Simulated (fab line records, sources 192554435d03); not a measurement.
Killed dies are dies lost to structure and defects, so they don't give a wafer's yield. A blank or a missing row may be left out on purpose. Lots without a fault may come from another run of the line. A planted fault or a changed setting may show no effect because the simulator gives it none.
Which tool did it? | flow n5_finfet | 12 lots, 36 wafers sampled, at 5 steps of a route of 1938

WHAT THE GAUGES READ, wafer by wafer
N5_FIN_SAQP_CD_MEAS_37: target cd 8 nm.
lot  | measured    | on        | cd_nm (nm)
L075 | day 2 08:20 | cd_sem-01 | 8.17 8.21 8.33
L077 | day 2 19:44 | cd_sem-01 | 7.88 8.04 7.96
L079 | day 3 09:27 | cd_sem-03 | 8.30 8.26 8.08
L081 | day 3 21:02 | cd_sem-03 | 8.47 7.82 8.07
L083 | day 4 07:30 | cd_sem-01 | 8.22 7.90 7.69
L085 | day 4 21:00 | cd_sem-03 | 7.72 7.77 7.88
L087 | day 5 10:31 | cd_sem-02 | 7.81 8.33 8.19
L089 | day 5 20:16 | cd_sem-01 | 7.67 8.14 7.98
L091 | day 6 08:51 | cd_sem-03 | 7.99 7.96 7.83
L093 | day 6 20:17 | cd_sem-02 | 8.00 8.12 8.28
L095 | day 7 10:11 | cd_sem-01 | 8.38 8.20 7.83
L097 | day 7 22:33 | cd_sem-01 | 8.36 7.86 7.98

WHICH TOOL RAN EACH LOT (tool, then ch and the chambers of the sampled wafers, then the start)
lot  | N5_WELL_APT_DESCUM_13             | N5_FIN_SAQP_MANDREL2_REMOVE_60  | N5_FIN_SAQP_HM_CD_35   | N5_FIN_SAQP_FIN_ETCH_36
L075 | rie_diel-02 ch 0,3, day 1 19:58   | rie_si-05 ch 0,1,3, day 2 07:47 | cd_sem-01, day 2 08:10 | rie_si-01 ch 1,2, day 2 08:13
L077 | rie_diel-01 ch 0,2, day 2 07:47   | rie_si-04 ch 0,3, day 2 19:04   | cd_sem-02, day 2 19:32 | rie_si-01 ch 0,1,3, day 2 19:36
L079 | rie_diel-01 ch 1,3, day 2 20:19   | rie_si-05 ch 2,3, day 3 08:47   | cd_sem-01, day 3 09:16 | rie_si-04 ch 0,2, day 3 09:19
L081 | rie_diel-06 ch 1,2,3, day 3 08:06 | rie_si-01 ch 0,2, day 3 20:29   | cd_sem-01, day 3 20:51 | rie_si-05 ch 1,2, day 3 20:55
L083 | rie_diel-02 ch 0,2,3, day 3 19:44 | rie_si-01 ch 0,2, day 4 06:56   | cd_sem-02, day 4 07:19 | rie_si-04 ch 0,3, day 4 07:22
L085 | rie_diel-02 ch 0,3, day 4 07:40   | rie_si-04 ch 2,3, day 4 20:13   | cd_sem-03, day 4 20:49 | rie_si-05 ch 0,1, day 4 20:53
L087 | rie_diel-06 ch 0,1,3, day 4 19:46 | rie_si-05 ch 1,2,3, day 5 09:53 | cd_sem-02, day 5 10:19 | rie_si-01 ch 0,1,2, day 5 10:23
L089 | rie_diel-01 ch 1,2,3, day 5 07:46 | rie_si-01 ch 1,3, day 5 19:42   | cd_sem-02, day 5 20:05 | rie_si-05 ch 0,2, day 5 20:09
L091 | rie_diel-01 ch 2,3, day 5 19:47   | rie_si-04 ch 2,3, day 6 08:14   | cd_sem-03, day 6 08:40 | rie_si-01 ch 2,3, day 6 08:43
L093 | rie_diel-01 ch 0,2,3, day 6 08:10 | rie_si-01 ch 0,1,2, day 6 19:43 | cd_sem-03, day 6 20:07 | rie_si-05 ch 0,1,3, day 6 20:10
L095 | rie_diel-01 ch 0,3, day 6 20:04   | rie_si-05 ch 2,3, day 7 09:29   | cd_sem-03, day 7 09:59 | rie_si-01 ch 0,2,3, day 7 10:04
L097 | rie_diel-01 ch 0,1,2, day 7 08:20 | rie_si-04 ch 0,1,2, day 7 21:59 | cd_sem-01, day 7 22:22 | rie_si-01 ch 1,3, day 7 22:25
- N5_WELL_APT_DESCUM_13: chemistry O2, time 7.9 s.
- N5_FIN_SAQP_MANDREL2_REMOVE_60: chemistry HBr/Cl2/O2, target a-Si, stops on SiNx, bt time 10 s.
- N5_FIN_SAQP_HM_CD_35: target cd 8 nm.
- N5_FIN_SAQP_FIN_ETCH_36: etches the open film in HBr/Cl2/O2, target depth 120 nm, time 50.4 s.

THE ANSWER, worked out from the rows above alone
Rule: what is usual is taken from the lots themselves. Put in order of their means at a reading, lots are off if they are a third of the lots or fewer, leave a main group of 4 or more, and stand apart from it by a gap of 3 or more times the standard deviation of the main group's means; of several such gaps the widest counts. A main group whose means are all the same, to the digits that the tables above print for the reading, isn't used. A lot without any number at a reading at which 4 lots or more have one is off too. The other lots that the step has rows for count as sound.
No lot is off at any reading shown: from this, nothing can be told.

WHAT THE SIMULATOR HAD PUT IN
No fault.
